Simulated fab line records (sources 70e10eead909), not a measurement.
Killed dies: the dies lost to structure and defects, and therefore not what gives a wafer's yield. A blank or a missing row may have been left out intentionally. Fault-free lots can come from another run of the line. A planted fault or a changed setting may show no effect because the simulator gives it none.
fab line records	flow nand-harc
record lots=11	wafers=33	last-day=24
route steps=1159 shown A_CONTACT@939
lots with no fault: from the same line, run without faults
start-h: start of the lot's first displayed wafer, in hours after the record's first day	wait-h: time in hours since the lot's previous step	" repeats the value in the row above	L1.1+2: several wafers, shown together as one row	- either no value or no given start	* or withheld: withheld	< > ~ a bound
route shown NAME@n: names a module that has steps shown in the file, with the first one's number in the route	usual: mean/standard deviation taken from wafers without a fault	same: alike in all rows	chamber/n: place in a boat	sites: each site's reading	_std_site: the values' standard deviation	_edge_site: mean of outer sites minus mean of inner sites	radius-mm: how far each site lies from the wafer's centre	mask NAME#n: copy n	behind: the last tool/chamber to shape the wafer	hold: why the lot was held/for how many hours/how that ended	device: transistor that didn't switch, given as n, p or np	end of line: the route-end tests of the same wafers	a step without rows: its recipe alone	killed: dies lost to structure and defects at the first sort, not the wafer's yield	map: the dies of a wafer, with x for killed, . for not killed, _ for no die there
set.NAME: the setting the step ran with; set.NAME@STEP: the setting that earlier step ran with	model.NAME: the simulator's own value behind a step, which no gauge read
route steps across a sampled set of lots; one table per step, one row per wafer
services: a tool's chamber out of use, with start hour (start-h, from the record's first day; less than 0 if before it), hours out, and reason
## steps
# step NHARC_A_CONTACT_ETCH_88
# recipe target-depth-a=390	over-etch-frac=0.3	time-s=65	ion-energy-ev=80	cf4-flow-sccm=150	ar-flow-sccm=0	rf-w=300	bias-w=100	chemistry=CF4
# usual bias-w=99.98/0.3	drypump-motor-current-A=5.9/0.51	mfc-ar-sccm=0.012/0.013	oes-product-au=1.001/0.0094	rf-vpp-V=150.9/1.2	run-length-s=86.2/0.38	showerhead-plenum-p-Torr=1.74/0.072	throttle-valve-pct=13.285/0.009
lot.wafer	tool	chamber	start-h	wait-h	bias-w	drypump-motor-current-A	mfc-ar-sccm	oes-product-au	rf-hours-counter-h	rf-vpp-V	run-length-s	showerhead-plenum-p-Torr	throttle-valve-pct
L204.1	rie-diel-13	3	395.11	0.1	99.88	6.2	0	1.011	42	151.0	86.4	1.73	13.281
L204.6	"	3	"	"	100.23	6.2	0	1.006	-	150.4	86.3	1.73	13.284
L204.5	"	0	"	"	99.89	5.7	0.014	0.997	-	151.8	85.6	1.76	13.278
L203.3	rie-diel-12	1	397.75	0.1	99.76	6.6	0	1.003	2	151.2	86.0	1.72	13.300
L203.2	"	2	"	"	100.12	6.3	0.007	1.003	2	153.5	86.6	1.87	13.279
L203.5	"	0	"	"	99.83	5.4	0.004	1.015	-	149.8	86.3	1.64	13.278
L213.3	rie-diel-12	3	456.17	0.3	100.13	5.3	0.040	1.012	14	150.7	86.0	1.81	13.291
L213.6	"	0	"	"	99.70	5.5	0.004	1.007	-	148.0	86.0	1.64	13.268
L213.5	"	1	"	"	99.59	6.6	0	1.012	-	151.3	86.4	1.72	13.277
L211.1	rie-diel-13	1	463.22	0.2	100.01	6.6	0	0.990	1	149.4	86.0	1.73	13.278
L211.5	"	1	"	"	100.42	6.6	0	0.997	-	150.1	86.2	1.73	13.299
L211.6	"	2	"	"	99.50	5.8	0.027	1.008	-	151.1	86.2	1.67	13.299
L215.2	rie-diel-13	0	470.46	0.1	100.07	5.7	0.014	1.005	4	151.5	86.0	1.75	13.295
L215.1	"	3	"	"	100.40	6.2	0	0.999	5	150.5	86.5	1.72	13.278
L215.5	"	0	"	"	100.15	5.7	0.014	0.995	-	149.8	85.6	1.75	13.290
L214.2	rie-diel-12	2	473.59	0.1	99.70	6.2	0.007	1.000	17	152.4	86.4	1.87	13.301
L214.4	"	3	"	"	100.10	5.3	0.040	1.002	17	151.1	85.7	1.81	13.287
L214.1	"	0	"	"	100.60	5.5	0.004	1.001	17	149.2	86.4	1.64	13.297
L216.1	rie-diel-12	1	476.40	0.2	100.38	6.6	0	0.996	17	150.5	86.1	1.72	13.278
L216.3	"	3	"	"	99.59	5.3	0.040	1.014	18	150.4	86.1	1.81	13.279
L216.6	"	2	"	"	100.10	6.3	0.007	1.004	-	150.8	86.8	1.87	13.287
L218.4	rie-diel-12	3	493.44	0.1	99.53	5.3	0.040	1.013	20	151.7	85.8	1.81	13.289
L218.1	"	0	"	"	100.14	5.5	0.004	0.994	19	149.5	85.8	1.64	13.303
L218.2	"	1	"	"	99.79	6.6	0	1.005	19	150.7	85.8	1.72	13.283
L220.4	rie-diel-12	0	494.65	0.1	100.07	5.5	0.004	1.010	19	150.5	86.0	1.64	13.284
L220.1	"	2	"	"	100.81	6.3	0.007	1.005	21	152.0	86.4	1.87	13.281
L220.3	"	3	"	"	100.50	5.3	0.040	0.997	20	150.2	85.8	1.81	13.278
L221.1	rie-diel-12	2	516.91	0.1	100.06	6.3	0.007	0.982	24	151.5	86.2	1.87	13.290
L221.2	"	3	"	"	100.13	5.3	0.040	0.997	24	150.6	85.7	1.81	13.284
L221.3	"	0	"	"	100.50	5.5	0.004	0.992	23	149.3	85.9	1.64	13.291
L222.2	rie-diel-13	2	519.79	0.1	100.02	5.8	0.027	1.010	23	151.7	86.4	1.66	13.276
L222.4	"	3	"	"	100.08	6.2	0	1.006	22	151.4	86.5	1.72	13.293
L222.6	"	3	"	"	100.43	6.2	0	1.009	-	150.1	86.5	1.72	13.280
# step NHARC_A_CONTACT_ETCH_135
# recipe source-w=withheld	pressure-mtorr=20	bias-v=3000	time-s=132	target-depth-a=12870	ar-flow-sccm=withheld	c4f8-flow-sccm=withheld	o2-flow-sccm=withheld	chemistry=C4F8/O2/Ar
# usual run-length-s=132/0
lot.wafer	tool	chamber	start-h	wait-h	rf-hours-counter-h	run-length-s
L204.1	har-cap-etch-01	1	396.21	0.2	61	132
L204.5	"	1	"	"	-	132
L204.6	"	0	"	"	-	132
L203.2	har-cap-etch-02	0	399.03	0.2	13	132
L203.3	"	1	"	"	-	132
L203.5	"	1	"	"	-	132
L213.3	har-cap-etch-01	1	457.64	0.1	-	132
L213.6	"	1	"	"	-	132
L213.5	"	0	"	"	-	132
L211.1	har-cap-etch-02	1	464.35	0.2	25	132
L211.6	"	0	"	"	-	132
L211.5	"	1	"	"	-	132
L215.2	har-cap-etch-01	0	471.57	0.2	72	132
L215.1	"	1	"	"	72	132
L215.5	"	1	"	"	-	132
L214.1	har-cap-etch-02	0	474.72	0.2	27	132
L214.2	"	1	"	"	27	132
L214.4	"	1	"	"	-	132
L216.1	har-cap-etch-03	1	477.52	0.2	105	132
L216.3	"	0	"	"	-	132
L216.6	"	1	"	"	-	132
L218.2	har-cap-etch-02	1	494.54	0.2	30	132
L218.1	"	0	"	"	30	132
L218.4	"	1	"	"	-	132
L220.1	har-cap-etch-01	1	495.77	0.2	76	132
L220.4	"	0	"	"	-	132
L220.3	"	1	"	"	-	132
L221.2	har-cap-etch-03	0	518.01	0.2	112	132
L221.1	"	1	"	"	112	132
L221.3	"	0	"	"	-	132
L222.2	har-cap-etch-03	0	521.10	0.2	113	132
L222.4	"	1	"	"	-	132
L222.6	"	0	"	"	-	132
# step NHARC_A_CONTACT_ETCH_92
# recipe target-depth-a=400	over-etch-frac=0.5	time-s=85.7	ion-energy-ev=120	ch3f-flow-sccm=50	o2-flow-sccm=30	ar-flow-sccm=200	rf-w=500	bias-w=100	chemistry=CH3F/O2
# usual bias-w=100.0/0.31	drypump-motor-current-A=5.9/0.5	mfc-ar-sccm=200.0/0.55	oes-product-au=0.942/0.029	rf-vpp-V=244.1/1.8	run-length-s=106.9/0.38	showerhead-plenum-p-Torr=2.43/0.11	throttle-valve-pct=20.662/0.0098
lot.wafer	tool	chamber	start-h	wait-h	bias-w	drypump-motor-current-A	mfc-ar-sccm	oes-product-au	rf-hours-counter-h	rf-vpp-V	run-length-s	showerhead-plenum-p-Torr	throttle-valve-pct
L204.1	rie-diel-12	3	397.14	0.4	100.4	5.4	197.9	0.941	2	244.5	106.7	2.53	20.663
L204.6	"	1	"	"	100.0	6.6	200.6	0.926	-	243.7	107.0	2.40	20.650
L204.5	"	2	"	"	99.9	6.2	200.4	0.932	-	245.2	107.1	2.61	20.662
L203.3	rie-diel-12	3	399.92	0.3	99.9	5.4	200.1	0.946	3	244.3	106.6	2.53	20.682
L203.2	"	0	"	"	100.2	5.4	200.6	0.941	2	242.6	106.6	2.28	20.645
L203.5	"	3	"	"	99.6	5.4	199.6	0.960	-	246.2	106.8	2.53	20.677
L213.3	rie-diel-12	2	458.51	0.3	99.6	6.3	199.5	0.932	14	246.4	107.3	2.61	20.657
L213.5	"	1	"	"	-	6.6	199.9	0.931	-	245.8	80.2	2.39	20.679
L213.6	"	2	"	"	100.2	6.3	199.7	0.928	-	246.0	107.3	2.61	20.668
L211.1	rie-diel-12	2	465.36	0.4	99.7	6.3	200.5	0.924	15	247.2	106.8	2.61	20.667
L211.5	"	1	"	"	-	6.6	200.6	0.933	-	244.2	80.2	2.39	20.650
L211.6	"	2	"	"	100.3	6.3	199.7	0.930	-	246.5	107.2	2.61	20.637
L215.1	rie-diel-13	1	472.46	0.3	99.9	6.6	200.7	0.919	5	243.8	107.0	2.40	20.652
L215.2	"	3	"	"	99.9	6.2	199.8	0.917	5	244.0	107.2	2.39	20.686
L215.5	"	2	"	"	99.7	5.9	200.2	0.933	-	243.8	107.1	2.31	20.661
L214.1	rie-diel-12	1	475.61	0.4	100.0	6.6	200.3	0.929	17	243.8	107.3	2.39	20.667
L214.4	"	2	"	"	100.0	6.3	200.0	0.936	18	247.2	107.0	2.61	20.679
L214.2	"	3	"	"	-	5.4	199.9	0.943	18	245.1	79.9	2.52	20.673
L216.1	rie-diel-10	0	478.42	0.4	100.3	5.7	200.1	0.998	49	240.7	107.1	2.34	20.653
L216.3	"	1	"	"	99.9	5.4	200.7	1.004	40	246.3	106.5	2.55	20.647
L216.6	"	3	"	"	99.9	5.8	200.4	1.007	-	244.3	107.1	2.41	20.662
L218.1	rie-diel-13	1	495.44	0.3	99.5	6.6	199.3	1.003	13	243.2	107.0	2.40	20.663
L218.2	"	2	"	"	99.8	5.9	199.5	1.013	14	243.5	107.0	2.31	20.686
L218.4	"	0	"	"	100.5	5.7	200.0	1.010	12	244.2	106.1	2.43	20.665
L220.3	rie-diel-10	2	496.68	0.3	100.2	5.0	199.7	0.922	48	243.8	107.4	2.34	20.667
L220.1	"	0	"	"	100.3	5.7	200.8	0.925	55	242.3	107.7	2.34	20.659
L220.4	"	2	"	"	100.1	5.0	199.9	0.920	-	242.4	107.2	2.34	20.657
L221.3	rie-diel-10	3	518.90	0.3	99.7	5.9	200.4	1.001	57	244.0	107.0	2.40	20.661
L221.2	"	1	"	"	100.0	5.4	200.4	1.000	49	245.2	106.9	2.55	20.657
L221.1	"	2	"	"	100.3	5.1	201.1	1.002	55	242.5	107.0	2.34	20.651
L222.4	rie-diel-13	2	521.99	0.3	100.3	5.9	199.4	0.924	24	240.8	107.5	2.31	20.677
L222.2	"	0	"	"	100.2	5.7	200.3	0.918	23	244.3	106.0	2.42	20.666
L222.6	"	3	"	"	100.4	6.2	199.8	0.923	-	244.0	107.4	2.38	20.647
# step NHARC_A_CONTACT_ALD_18
# recipe target-thk-a=30	pulse-time-s=1	ald-cycles=150	temp-c=450	material=TiN
# usual heater-power-w=1061/140	precursor-pulse-height-rel=1.001/0.021
lot.wafer	tool	chamber	start-h	wait-h	heater-power-w	precursor-pulse-height-rel
L204.1	ald-metal-03	1	398.81	-	1028	1.042
L204.6	"	2	"	"	1213	1.012
L204.5	"	3	"	"	937	0.998
L203.2	ald-metal-04	0	401.13	-	1062	1.045
L203.3	"	2	"	"	1084	0.949
L203.5	"	0	"	"	1064	0.985
L213.3	ald-metal-03	1	459.83	-	1024	0.985
L213.6	"	0	"	"	881	1.036
L213.5	"	1	"	"	1026	0.965
L211.1	ald-metal-02	3	468.07	-	1351	0.983
L211.5	"	2	"	"	1088	0.995
L211.6	"	3	"	"	1360	0.964
L215.2	ald-metal-04	2	473.62	-	1123	1.006
L215.1	"	0	"	"	1052	0.988
L215.5	"	2	"	"	1118	1.029
L214.2	ald-metal-02	0	476.82	-	894	1.023
L214.1	"	2	"	"	1056	1.012
L214.4	"	3	"	"	1369	0.967
L216.1	ald-metal-04	3	479.60	-	940	1.014
L216.3	"	0	"	"	1050	0.992
L216.6	"	1	"	"	987	1.007
L218.4	ald-metal-02	2	496.80	-	1061	1.035
L218.2	"	3	"	"	1399	1.014
L218.1	"	0	"	"	878	1.010
L220.4	ald-metal-03	1	497.96	-	1031	1.026
L220.3	"	2	"	"	1262	0.984
L220.1	"	3	"	"	969	0.974
L221.1	ald-metal-03	3	520.45	-	984	0.977
L221.3	"	0	"	"	947	1.020
L221.2	"	2	"	"	1203	0.985
L222.2	ald-metal-04	1	523.60	-	984	0.985
L222.4	"	3	"	"	950	1.022
L222.6	"	2	"	"	1136	1.042
## services
tool	chamber	start-h	hours	kind
rie-diel-13	-	375.21	2.7	repair
rie-diel-12	-	379.40	9.0	pm
rie-diel-12	0	379.40	9.0	vent-cycle
rie-diel-12	1	379.40	9.0	vent-cycle
rie-diel-12	2	379.40	9.0	vent-cycle
rie-diel-12	3	379.40	9.0	vent-cycle
ald-metal-02	-	380.31	0.6	repair
rie-diel-13	2	381.87	3.8	repair
rie-diel-10	1	387.50	7.1	repair
rie-diel-10	3	401.02	1.2	repair
ald-metal-04	3	401.87	16.3	repair
ald-metal-04	-	406.00	10.0	pm
ald-metal-02	0	410.72	2.3	repair
rie-diel-10	1	425.89	3.1	repair
rie-diel-10	-	441.10	0.4	repair
rie-diel-13	-	453.04	9.0	pm
ald-metal-03	-	454.71	0.6	repair
rie-diel-10	-	477.16	0.5	repair
ald-metal-03	1	485.33	10.8	repair
ald-metal-02	3	487.98	3.1	repair
rie-diel-10	3	488.32	7.0	repair
har-cap-etch-01	-	494.26	0.7	repair
rie-diel-10	1	494.55	10.0	repair
ald-metal-03	-	500.00	10.0	pm
## key
first-sign step=NHARC_A_CONTACT_ETCH_92	reading=run-length-s	direction=down	sigmas=71	usual=*	struck=*
effect none on later readings
met-at NHARC_A_CONTACT_ETCH_92
struck-lots L211,L213,L214
struck-wafers L211.5,L213.5,L214.2
tester-left-out L211,L213,L214
not-acting-at NHARC_A_CONTACT_ETCH_88,NHARC_A_CONTACT_ETCH_135,NHARC_A_CONTACT_ALD_18
onset-between 399.92 458.51
fault kind=process-parameter-drift	tool=rie-diel-12	chamber=-	onset-h=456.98	steps=NHARC_A_CONTACT_ETCH_92	channel=time-s	offset=*	shape=step	end-h=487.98	scope=struck-wafers-only	acts-in=*	stated=*
# tester-left-out: of these lots the tester's yield and bins aren't shown, on N5 and GAA mostly nor the transistor test; their killed dies are dies lost to structure and defects alone, not to doping, threshold or leakage, so they don't give the yield
